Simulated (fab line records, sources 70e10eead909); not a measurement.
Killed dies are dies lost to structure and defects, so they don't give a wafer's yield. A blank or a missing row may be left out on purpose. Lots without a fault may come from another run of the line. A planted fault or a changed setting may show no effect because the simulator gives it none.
Which tool did it? | flow nand_harc | 24 lots, 72 wafers sampled, at 6 steps of a route of 1159

WHAT THE GAUGES READ, wafer by wafer
The record holds no reading of a measuring or inspecting step that can be judged against a usual standard deviation.

WHICH TOOL RAN EACH LOT (tool, then ch and the chambers of the sampled wafers, then the start)
lot  | NHARC_A_STAIRCASE_ETCH_225                    | NHARC_A_STAIRCASE_ETCH_230                    | NHARC_A_STAIRCASE_DESCUM_252       | NHARC_A_STAIRCASE_ETCH_453                    | NHARC_A_STAIRCASE_STRIP_316                   | NHARC_A_STAIRCASE_CMP_152
L074 | rie_diel-02 ch 0,1,3, day 11 15:08 or earlier | rie_diel-05 ch 0,1,2, day 11 15:08 or earlier | rie_diel-05 ch 0,1,2, day 11 15:08 | rie_diel-13 ch 0,2,3, day 13 23:58 or earlier | rie_diel-13 ch 0,1,2, day 13 23:58 or earlier | cmp-02 ch 0,1,3, day 13 23:58
L075 | rie_diel-05 ch 1,2,3, day 11 17:48 or earlier | rie_diel-02 ch 0,1,3, day 11 17:48 or earlier | rie_diel-05 ch 0,2,3, day 11 17:48 | rie_diel-02 ch 1,2,3, day 13 23:50 or earlier | rie_diel-02 ch 1,2,3, day 13 23:50 or earlier | cmp-01 ch 0,1,3, day 13 23:50
L077 | rie_diel-13 ch 0,1,2, day 11 23:18 or earlier | rie_diel-13 ch 0,2,3, day 11 23:18 or earlier | rie_diel-02 ch 0,1, day 11 23:18   | rie_diel-02 ch 0,1,2, day 14 09:28 or earlier | rie_diel-02 ch 1,2,3, day 14 09:28 or earlier | cmp-03 ch 0,2,3, day 14 09:28
L076 | rie_diel-02 ch 0,1,2, day 11 22:55 or earlier | rie_diel-02 ch 0,1, day 11 22:55 or earlier   | rie_diel-13 ch 1,3, day 11 22:55   | rie_diel-05 ch 0,2,3, day 14 09:08 or earlier | rie_diel-05 ch 0,2,3, day 14 09:08 or earlier | cmp-01 ch 0,2, day 14 09:08
L079 | rie_diel-13 ch 1,2,3, day 12 00:30 or earlier | rie_diel-13 ch 0,1, day 12 00:30 or earlier   | rie_diel-13 ch 0,1, day 12 00:30   | rie_diel-13 ch 0,3, day 14 09:11 or earlier   | rie_diel-13 ch 1,2,3, day 14 09:11 or earlier | cmp-02 ch 0,1,3, day 14 09:11
L078 | rie_diel-13 ch 1,2,3, day 12 07:04 or earlier | rie_diel-13 ch 1,2,3, day 12 07:04 or earlier | rie_diel-05 ch 1,3, day 12 07:04   | rie_diel-05 ch 1,2, day 14 14:18 or earlier   | rie_diel-05 ch 0,2,3, day 14 14:18 or earlier | cmp-01 ch 0,2,3, day 14 14:18
L081 | rie_diel-13 ch 1,2,3, day 13 02:19 or earlier | rie_diel-13 ch 0,2,3, day 13 02:19 or earlier | rie_diel-02 ch 0,1,3, day 13 02:19 | rie_diel-05 ch 0,1,3, day 15 09:06 or earlier | rie_diel-05 ch 0,1,2, day 15 09:06 or earlier | cmp-03 ch 0,2,3, day 15 09:06
L083 | rie_diel-13 ch 1,2,3, day 13 08:17 or earlier | rie_diel-02 ch 0,1,2, day 13 08:17 or earlier | rie_diel-02 ch 0,2,3, day 13 08:17 | rie_diel-13 ch 0,1,2, day 15 20:05 or earlier | rie_diel-13 ch 0,2,3, day 15 20:05 or earlier | cmp-01 ch 0,2,3, day 15 20:05
L080 | rie_diel-05 ch 1,2,3, day 13 10:41 or earlier | rie_diel-13 ch 0,1,3, day 13 10:41 or earlier | rie_diel-13 ch 0,1,3, day 13 10:41 | rie_diel-05 ch 0,1,3, day 15 19:23 or earlier | rie_diel-05 ch 1,2,3, day 15 19:23 or earlier | cmp-01 ch 0,1,2, day 15 19:23
L082 | rie_diel-05 ch 0,1,3, day 13 13:46 or earlier | rie_diel-13 ch 0,3, day 13 13:46 or earlier   | rie_diel-02 ch 1,2, day 13 13:46   | rie_diel-05 ch 0,2, day 16 06:17 or earlier   | rie_diel-05 ch 0,2, day 16 06:17 or earlier   | cmp-03 ch 0,1,3, day 16 06:17
L084 | rie_diel-02 ch 1,2, day 13 17:35 or earlier   | rie_diel-02 ch 2,3, day 13 17:35 or earlier   | rie_diel-02 ch 2,3, day 13 17:35   | rie_diel-05 ch 0,1,3, day 16 05:59 or earlier | rie_diel-05 ch 1,2,3, day 16 05:59 or earlier | cmp-02 ch 0,1,2, day 16 05:59
L089 | rie_diel-13 ch 1,2,3, day 14 12:20 or earlier | rie_diel-05 ch 0,1, day 14 12:20 or earlier   | rie_diel-05 ch 0,1, day 14 12:20   | rie_diel-05 ch 1,2, day 16 23:48 or earlier   | rie_diel-05 ch 0,1,2, day 16 23:48 or earlier | cmp-02 ch 1,2,3, day 16 23:48
L085 | rie_diel-05 ch 0,2,3, day 14 13:34 or earlier | rie_diel-02 ch 0,1,3, day 14 13:34 or earlier | rie_diel-05 ch 0,1,3, day 14 13:34 | rie_diel-13 ch 0,2,3, day 16 23:39 or earlier | rie_diel-13 ch 0,1,3, day 16 23:39 or earlier | cmp-03 ch 0,1,3, day 16 23:39
L086 | rie_diel-02 ch 0,3, day 14 15:35 or earlier   | rie_diel-05 ch 0,2,3, day 14 15:35 or earlier | rie_diel-05 ch 0,1, day 14 15:35   | rie_diel-13 ch 1,3, day 16 23:56 or earlier   | rie_diel-13 ch 0,1,3, day 16 23:56 or earlier | cmp-01 ch 0,1,3, day 16 23:56
L087 | rie_diel-02 ch 1,2,3, day 14 15:53 or earlier | rie_diel-02 ch 0,2,3, day 14 15:53 or earlier | rie_diel-05 ch 0,2,3, day 14 15:53 | rie_diel-13 ch 1,2,3, day 17 01:26 or earlier | rie_diel-13 ch 0,1,3, day 17 01:26 or earlier | cmp-03 ch 2,3, day 17 01:26
L088 | rie_diel-05 ch 0,1,2, day 15 01:38 or earlier | rie_diel-05 ch 1,2,3, day 15 01:38 or earlier | rie_diel-02 ch 1,2,3, day 15 01:38 | rie_diel-05 ch 0,1,3, day 17 13:58 or earlier | rie_diel-05 ch 0,1,3, day 17 13:58 or earlier | cmp-03 ch 0,1,2, day 17 13:58
L091 | rie_diel-02 ch 0,1, day 15 15:30 or earlier   | rie_diel-02 ch 1,2, day 15 15:30 or earlier   | rie_diel-13 ch 0,3, day 15 15:30   | rie_diel-13 ch 1,2,3, day 18 04:49 or earlier | rie_diel-13 ch 1,2,3, day 18 04:49 or earlier | cmp-03 ch 1,2,3, day 18 04:49
L090 | rie_diel-05 ch 1,2,3, day 15 23:38 or earlier | rie_diel-05 ch 0,2,3, day 15 23:38 or earlier | rie_diel-13 ch 0,1, day 15 23:38   | rie_diel-13 ch 0,1,3, day 18 04:58 or earlier | rie_diel-13 ch 0,1,3, day 18 04:58 or earlier | cmp-02 ch 0,3, day 18 04:58
L093 | rie_diel-13 ch 0,1, day 16 01:31 or earlier   | rie_diel-13 ch 2,3, day 16 01:31 or earlier   | rie_diel-02 ch 0,1,2, day 16 01:31 | rie_diel-13 ch 0,3, day 18 05:34 or earlier   | rie_diel-13 ch 0,1,2, day 18 05:34 or earlier | cmp-01 ch 0,1,2, day 18 05:34
L094 | rie_diel-05 ch 0,1, day 16 02:13 or earlier   | rie_diel-05 ch 0,1,3, day 16 02:13 or earlier | rie_diel-02 ch 1,2,3, day 16 02:13 | rie_diel-05 ch 1,2,3, day 18 13:14 or earlier | rie_diel-05 ch 0,2,3, day 18 13:14 or earlier | cmp-02 ch 0,2,3, day 18 13:14
L092 | rie_diel-05 ch 0,1, day 16 05:23 or earlier   | rie_diel-05 ch 0,1,2, day 16 05:23 or earlier | rie_diel-05 ch 1,2,3, day 16 05:23 | rie_diel-13 ch 0,1, day 18 19:39 or earlier   | rie_diel-13 ch 0,1, day 18 19:39 or earlier   | cmp-03 ch 2,3, day 18 19:39
L096 | rie_diel-02 ch 0,1,3, day 16 12:11 or earlier | rie_diel-05 ch 0,1,3, day 16 12:11 or earlier | rie_diel-13 ch 0,2,3, day 16 12:11 | rie_diel-13 ch 1,2,3, day 18 19:32 or earlier | rie_diel-13 ch 0,1,3, day 18 19:32 or earlier | cmp-02 ch 0,1,3, day 18 19:32
L095 | rie_diel-05 ch 0,2,3, day 16 14:22 or earlier | rie_diel-05 ch 0,1,3, day 16 14:22 or earlier | rie_diel-02 ch 1,2,3, day 16 14:22 | rie_diel-05 ch 0,2,3, day 18 19:48 or earlier | rie_diel-05 ch 1,2,3, day 18 19:48 or earlier | cmp-02 ch 0,1,3, day 18 19:48
L097 | rie_diel-13 ch 1,3, day 17 03:37 or earlier   | rie_diel-13 ch 0,1,2, day 17 03:37 or earlier | rie_diel-02 ch 0,1,3, day 17 03:37 | rie_diel-02 ch 1,3, day 19 16:50 or earlier   | rie_diel-02 ch 0,1,3, day 19 16:50 or earlier | cmp-03 ch 0,1,2, day 19 16:50
- NHARC_A_STAIRCASE_ETCH_225: etches the open film in C4F8/O2, target depth 100 nm, time 40.5 s.
- NHARC_A_STAIRCASE_ETCH_230: etches the open film in C4F8/O2, target depth 100 nm, time 40.5 s.
- NHARC_A_STAIRCASE_DESCUM_252: chemistry O2, time 3 s.
- NHARC_A_STAIRCASE_ETCH_453: etches the open film in CF4/O2, target depth 30 nm, overetch 3 nm, time 16.5 s.
- NHARC_A_STAIRCASE_STRIP_316: strips in O2.
- NHARC_A_STAIRCASE_CMP_152: polishes.

WHAT THE TOOLS THEMSELVES READ (means of the sampled wafers that have a number; where no wafer has one, the mark that the record gives instead)
NHARC_A_STAIRCASE_ETCH_225. Usual: oes_product_au 0.938 a.u., standard deviation 0.013; rf_vpp_V 895 V, standard deviation 5.8.
lot  | tool        | oes_product_au (a.u.) | rf_vpp_V (V) | flag
L074 | rie_diel-02 | 0.932                 | 894          |
L075 | rie_diel-05 | 0.933                 | 896          |
L077 | rie_diel-13 | 0.936                 | 895          |
L076 | rie_diel-02 | 0.939                 | 901          |
L079 | rie_diel-13 | 0.926                 | 891          |
L078 | rie_diel-13 | 0.948                 | 891          |
L081 | rie_diel-13 | 0.943                 | 892          |
L083 | rie_diel-13 | 0.938                 | 892          |
L080 | rie_diel-05 | 0.909                 | 896          |
L082 | rie_diel-05 | 0.937                 | 895          |
L084 | rie_diel-02 | 0.938                 | 900          |
L089 | rie_diel-13 | 0.932                 | 892          |
L085 | rie_diel-05 | 0.934                 | 898          |
L086 | rie_diel-02 | 0.940                 | 894          |
L087 | rie_diel-02 | 0.932                 | 895          |
L088 | rie_diel-05 | 0.921                 | 895          |
L091 | rie_diel-02 | 0.947                 | 898          |
L090 | rie_diel-05 | 0.946                 | 896          |
L093 | rie_diel-13 | 0.936                 | 890          |
L094 | rie_diel-05 | 0.943                 | 894          |
L092 | rie_diel-05 | 0.946                 | 892          |
L096 | rie_diel-02 | 0.941                 | 900          |
L095 | rie_diel-05 | 0.945                 | 898          |
L097 | rie_diel-13 | 0.926                 | 887          |

NHARC_A_STAIRCASE_ETCH_230. Usual: oes_product_au 0.941 a.u., standard deviation 0.018; rf_vpp_V 895 V, standard deviation 5.5.
lot  | tool        | oes_product_au (a.u.) | rf_vpp_V (V) | flag
L074 | rie_diel-05 | 0.916                 | 896          |
L075 | rie_diel-02 | 0.961                 | 894          |
L077 | rie_diel-13 | 0.928                 | 894          |
L076 | rie_diel-02 | 0.941                 | 897          |
L079 | rie_diel-13 | 0.935                 | 891          |
L078 | rie_diel-13 | 0.944                 | 891          |
L081 | rie_diel-13 | 0.939                 | 894          |
L083 | rie_diel-02 | 0.944                 | 900          |
L080 | rie_diel-13 | 0.952                 | 890          |
L082 | rie_diel-13 | 0.972                 | 890          |
L084 | rie_diel-02 | 0.946                 | 899          |
L089 | rie_diel-05 | 0.929                 | 893          |
L085 | rie_diel-02 | 0.951                 | 894          |
L086 | rie_diel-05 | 0.913                 | 897          |
L087 | rie_diel-02 | 0.940                 | 897          |
L088 | rie_diel-05 | 0.915                 | 897          |
L091 | rie_diel-02 | 0.940                 | 902          |
L090 | rie_diel-05 | 0.942                 | 897          |
L093 | rie_diel-13 | 0.945                 | 891          |
L094 | rie_diel-05 | 0.937                 | 895          |
L092 | rie_diel-05 | 0.938                 | 894          |
L096 | rie_diel-05 | 0.974                 | 895          |
L095 | rie_diel-05 | 0.956                 | 895          |
L097 | rie_diel-13 | 0.935                 | 893          |

NHARC_A_STAIRCASE_DESCUM_252. Usual: drypump_motor_current_A 5.7 A, standard deviation 0.4; oes_product_au 0.995 a.u., standard deviation 0.01; rf_vpp_V 57.9 V, standard deviation 0.83; showerhead_plenum_p_Torr 1.91 Torr, standard deviation 0.091; throttle_valve_pct 11.312 %, standard deviation 0.0091.
lot  | tool        | drypump_motor_current_A (A) | oes_product_au (a.u.) | rf_vpp_V (V) | showerhead_plenum_p_Torr (Torr) | throttle_valve_pct (%) | flag
L074 | rie_diel-05 | 5.9                         | 0.991                 | 57.7         | 1.90                            | 11.305                 |
L075 | rie_diel-05 | 5.8                         | 0.991                 | 58.5         | 1.95                            | 11.314                 |
L077 | rie_diel-02 | 5.8                         | 1.000                 | 57.6         | 1.95                            | 11.325                 |
L076 | rie_diel-13 | 5.9                         | 0.981                 | 57.4         | 1.78                            | 11.309                 |
L079 | rie_diel-13 | 5.7                         | 0.980                 | 57.9         | 1.82                            | 11.310                 |
L078 | rie_diel-05 | 5.5                         | 0.992                 | 57.5         | 1.87                            | 11.314                 |
L081 | rie_diel-02 | 6.0                         | 0.987                 | 57.0         | 1.88                            | 11.318                 |
L083 | rie_diel-02 | 5.6                         | 1.001                 | 57.8         | 1.93                            | 11.317                 |
L080 | rie_diel-13 | 5.8                         | 0.999                 | 57.5         | 1.82                            | 11.317                 |
L082 | rie_diel-02 | 5.7                         | 0.988                 | 57.9         | 1.97                            | 11.315                 |
L084 | rie_diel-02 | 5.4                         | 1.004                 | 58.6         | 1.96                            | 11.316                 |
L089 | rie_diel-05 | 5.8                         | 0.998                 | 57.9         | 1.85                            | 11.307                 |
L085 | rie_diel-05 | 5.7                         | 0.994                 | 57.7         | 1.90                            | 11.315                 |
L086 | rie_diel-05 | 6.1                         | 1.009                 | 58.3         | 1.88                            | 11.313                 |
L087 | rie_diel-05 | 5.8                         | 0.995                 | 58.5         | 1.94                            | 11.314                 |
L088 | rie_diel-02 | 5.8                         | 0.998                 | 59.2         | 2.02                            | 11.307                 |
L091 | rie_diel-13 | 5.8                         | 0.990                 | 57.0         | 1.86                            | 11.320                 |
L090 | rie_diel-13 | 5.7                         | 0.988                 | 57.9         | 1.81                            | 11.315                 |
L093 | rie_diel-02 | 5.6                         | 1.003                 | 58.1         | 1.97                            | 11.305                 |
L094 | rie_diel-02 | 5.8                         | 1.004                 | 58.6         | 2.01                            | 11.307                 |
L092 | rie_diel-05 | 5.5                         | 1.000                 | 58.1         | 1.91                            | 11.306                 |
L096 | rie_diel-13 | 5.7                         | 0.995                 | 57.2         | 1.88                            | 11.317                 |
L095 | rie_diel-02 | 5.8                         | 1.001                 | 57.7         | 2.01                            | 11.304                 |
L097 | rie_diel-02 | 6.0                         | 1.002                 | 57.2         | 1.98                            | 11.309                 |

NHARC_A_STAIRCASE_ETCH_453. Usual: drypump_motor_current_A 5.7 A, standard deviation 0.34; oes_f_703_au 1.000 a.u., standard deviation 0.0045; oes_product_au 0.995 a.u., standard deviation 0.012; rf_vpp_V 197.6 V, standard deviation 1.5; showerhead_plenum_p_Torr 1.32 Torr, standard deviation 0.058; throttle_valve_pct 13.398 %, standard deviation 0.0092.
lot  | tool        | drypump_motor_current_A (A) | oes_f_703_au (a.u.) | oes_product_au (a.u.) | rf_vpp_V (V) | showerhead_plenum_p_Torr (Torr) | throttle_valve_pct (%) | flag
L074 | rie_diel-13 | 5.7                         | 0.999               | 0.993                 | 197.8        | 1.32                            | 13.397                 |
L075 | rie_diel-02 | 5.8                         | 1.000               | 1.004                 | 198.3        | 1.34                            | 13.399                 |
L077 | rie_diel-02 | 5.5                         | 0.998               | 0.999                 | 199.6        | 1.38                            | 13.397                 |
L076 | rie_diel-05 | 5.8                         | 0.999               | 0.990                 | 198.5        | 1.36                            | 13.408                 |
L079 | rie_diel-13 | 5.8                         | 0.997               | 0.995                 | 196.1        | 1.31                            | 13.389                 |
L078 | rie_diel-05 | 5.6                         | 0.997               | 0.987                 | 198.3        | 1.34                            | 13.397                 |
L081 | rie_diel-05 | 5.7                         | 1.000               | 0.997                 | 197.4        | 1.33                            | 13.403                 |
L083 | rie_diel-13 | 5.6                         | 0.997               | 0.992                 | 197.1        | 1.32                            | 13.395                 |
L080 | rie_diel-05 | 5.7                         | 1.002               | 0.995                 | 197.4        | 1.33                            | 13.389                 |
L082 | rie_diel-05 | 5.9                         | 1.002               | 0.993                 | 198.8        | 1.35                            | 13.405                 |
L084 | rie_diel-05 | 5.7                         | 0.997               | 0.997                 | 197.4        | 1.33                            | 13.403                 |
L089 | rie_diel-05 | 5.6                         | 0.997               | 0.996                 | 198.1        | 1.33                            | 13.388                 |
L085 | rie_diel-13 | 5.7                         | 1.001               | 1.002                 | 196.8        | 1.31                            | 13.407                 |
L086 | rie_diel-13 | 5.9                         | 0.998               | 0.984                 | 195.7        | 1.24                            | 13.397                 |
L087 | rie_diel-13 | 5.7                         | 1.003               | 0.993                 | 196.6        | 1.28                            | 13.396                 |
L088 | rie_diel-05 | 5.7                         | 0.996               | 1.005                 | 197.2        | 1.32                            | 13.405                 |
L091 | rie_diel-13 | 5.7                         | 1.000               | 0.998                 | 197.4        | 1.28                            | 13.400                 |
L090 | rie_diel-13 | 5.8                         | 1.001               | 0.990                 | 196.2        | 1.27                            | 13.389                 |
L093 | rie_diel-13 | 5.7                         | 1.000               | 0.985                 | 196.7        | 1.30                            | 13.413                 |
L094 | rie_diel-05 | 5.5                         | 1.001               | 1.008                 | 197.9        | 1.33                            | 13.399                 |
L092 | rie_diel-13 | 5.7                         | 1.002               | 0.982                 | 197.1        | 1.27                            | 13.402                 |
L096 | rie_diel-13 | 5.7                         | 0.997               | 0.988                 | 196.3        | 1.28                            | 13.402                 |
L095 | rie_diel-05 | 5.7                         | 0.992               | 1.006                 | 198.5        | 1.35                            | 13.404                 |
L097 | rie_diel-02 | 6.2                         | 0.999               | 1.003                 | 200.0        | 1.40                            | 13.400                 |

NHARC_A_STAIRCASE_STRIP_316. Usual: drypump_motor_current_A 5.7 A, standard deviation 0.34; oes_product_au 0.994 a.u., standard deviation 0.01; rf_vpp_V 57.7 V, standard deviation 0.94; showerhead_plenum_p_Torr 3.50 Torr, standard deviation 0.15; throttle_valve_pct 17.037 %, standard deviation 0.0097.
lot  | tool        | drypump_motor_current_A (A) | oes_product_au (a.u.) | rf_vpp_V (V) | showerhead_plenum_p_Torr (Torr) | throttle_valve_pct (%) | flag
L074 | rie_diel-13 | 5.6                         | 0.993                 | 57.5         | 3.49                            | 17.038                 |
L075 | rie_diel-02 | 5.8                         | 1.009                 | 57.8         | 3.53                            | 17.041                 |
L077 | rie_diel-02 | 5.8                         | 0.992                 | 57.1         | 3.53                            | 17.040                 |
L076 | rie_diel-05 | 5.8                         | 0.986                 | 56.6         | 3.59                            | 17.030                 |
L079 | rie_diel-13 | 5.7                         | 0.994                 | 57.0         | 3.41                            | 17.042                 |
L078 | rie_diel-05 | 5.8                         | 0.993                 | 57.5         | 3.59                            | 17.031                 |
L081 | rie_diel-05 | 5.9                         | 0.996                 | 57.5         | 3.50                            | 17.040                 |
L083 | rie_diel-13 | 5.7                         | 0.994                 | 57.9         | 3.48                            | 17.028                 |
L080 | rie_diel-05 | 5.5                         | 0.985                 | 57.8         | 3.53                            | 17.039                 |
L082 | rie_diel-05 | 6.1                         | 0.988                 | 57.2         | 3.55                            | 17.042                 |
L084 | rie_diel-05 | 5.5                         | 0.996                 | 57.9         | 3.53                            | 17.037                 |
L089 | rie_diel-05 | 5.9                         | 0.996                 | 58.7         | 3.50                            | 17.024                 |
L085 | rie_diel-13 | 5.8                         | 0.987                 | 57.6         | 3.36                            | 17.039                 |
L086 | rie_diel-13 | 5.8                         | 0.991                 | 56.8         | 3.36                            | 17.039                 |
L087 | rie_diel-13 | 5.8                         | 0.987                 | 57.2         | 3.36                            | 17.037                 |
L088 | rie_diel-05 | 5.7                         | 0.999                 | 58.0         | 3.50                            | 17.040                 |
L091 | rie_diel-13 | 5.7                         | 0.993                 | 57.3         | 3.40                            | 17.044                 |
L090 | rie_diel-13 | 5.8                         | 0.987                 | 56.9         | 3.36                            | 17.036                 |
L093 | rie_diel-13 | 5.6                         | 0.991                 | 57.5         | 3.47                            | 17.045                 |
L094 | rie_diel-05 | 5.8                         | 1.000                 | 57.8         | 3.57                            | 17.040                 |
L092 | rie_diel-13 | 5.7                         | 0.989                 | 57.6         | 3.36                            | 17.042                 |
L096 | rie_diel-13 | 5.8                         | 0.999                 | 58.2         | 3.35                            | 17.033                 |
L095 | rie_diel-05 | 5.5                         | 1.012                 | 57.4         | 3.51                            | 17.028                 |
L097 | rie_diel-02 | 6.0                         | 0.999                 | 58.6         | 3.64                            | 17.038                 |

NHARC_A_STAIRCASE_CMP_152. Usual: motor_current_A 11.5 A, standard deviation 0.93; slurry_filter_dp_kPa 13.48 kPa, standard deviation 0.14.
lot  | tool   | motor_current_A (A) | slurry_filter_dp_kPa (kPa) | flag
L074 | cmp-02 | 11.1                | 13.50                      |
L075 | cmp-01 | 12.5                | 13.53                      |
L077 | cmp-03 | 10.9                | 13.49                      |
L076 | cmp-01 | 11.7                | 13.55                      |
L079 | cmp-02 | 11.2                | 13.45                      |
L078 | cmp-01 | 12.5                | 13.34                      |
L081 | cmp-03 | 11.0                | 13.45                      |
L083 | cmp-01 | 11.9                | 13.44                      |
L080 | cmp-01 | 11.8                | 13.59                      |
L082 | cmp-03 | 10.8                | 13.55                      |
L084 | cmp-02 | 11.4                | 13.36                      |
L089 | cmp-02 | 11.2                | 13.43                      |
L085 | cmp-03 | 10.9                | 13.41                      |
L086 | cmp-01 | 12.0                | 13.34                      |
L087 | cmp-03 | 11.7                | 13.39                      |
L088 | cmp-03 | 10.8                | 13.47                      |
L091 | cmp-03 | 11.9                | 13.57                      |
L090 | cmp-02 | 11.2                | 13.60                      |
L093 | cmp-01 | 11.6                | 13.52                      |
L094 | cmp-02 | 11.1                | 13.51                      |
L092 | cmp-03 | 12.0                | 13.47                      |
L096 | cmp-02 | 11.2                | 13.59                      |
L095 | cmp-02 | 11.0                | 13.46                      |
L097 | cmp-03 | 11.3                | 13.47                      |

THE ANSWER, worked out from the rows above alone
Rule: a lot is off if the mean of its wafers that have a number lies more than 3 standard deviations from the usual mean. A lot without any number at a reading at which 4 lots or more have one is off too. The other lots that the step has rows for count as sound. The gauges are gone through in route order, then the tools' own readings, and for those a lot's mean is taken as printed above. The first step at which some lot is off is used, and at that step the reading that is off furthest; a lot without a number counts as furthest.
No lot is off at any reading shown: from this, nothing can be told.

WHAT THE SIMULATOR HAD PUT IN
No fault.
